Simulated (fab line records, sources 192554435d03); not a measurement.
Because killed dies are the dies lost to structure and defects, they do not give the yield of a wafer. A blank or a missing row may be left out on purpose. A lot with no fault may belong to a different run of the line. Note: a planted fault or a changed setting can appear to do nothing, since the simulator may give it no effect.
Chamber matching | flow n5Finfet | N5_BEOL_M14_STRIP_37 on rieDiel-03: 4 sister chambers
The step strips in O2. 4 wafers are shown with their chamber, then 12 later ones without.

WAFERS, EACH WITH ITS CHAMBER
wafer  | chamber | showerheadPlenumPTorr (Torr)
L082.6 | 2       | 1.99
L084.4 | 0       | 2.15
L085.5 | 3       | 2.10
L085.6 | 1       | 2.22

WAFERS WITHOUT THEIR CHAMBER
wafer  | showerheadPlenumPTorr (Torr)
L089.2 | 1.98
L089.4 | 2.22
L089.6 | 2.10
L091.2 | 1.98
L091.4 | 2.22
L091.6 | 2.10
L093.3 | 2.22
L093.4 | 2.14
L093.5 | 2.14
L096.1 | 2.21
L096.2 | 2.09
L096.3 | 2.14

WHICH CHAMBER EACH ONE RAN IN
wafer  | from the rows above | in truth
L089.2 | 2                   | 2
L089.4 | 1                   | 1
L089.6 | 3                   | 3
L091.2 | 2                   | 2
L091.4 | 1                   | 1
L091.6 | 3                   | 3
L093.3 | 1                   | 1
L093.4 | 0                   | 0
L093.5 | 0                   | 0
L096.1 | 1                   | 1
L096.2 | 3                   | 3
L096.3 | 0                   | 0
Placed correctly: 12 of 12. From these rows, 0 cannot be placed. Wrongly placed: 0.
How it was worked out, from the rows above alone: a wafer's distance from a chamber is the root of the sum, over the readings, of the square of ((its reading less the chamber's mean) divided by the reading's scatter). The wafer belongs to the nearest chamber; if the next one is less than 2 further off, it can't be placed. The mean given for a chamber averages the wafers shown for that chamber. The scatter (one wafer shown for each chamber): square how far every hidden wafer sits from the nearest shown wafer, average those squares and take the square root.
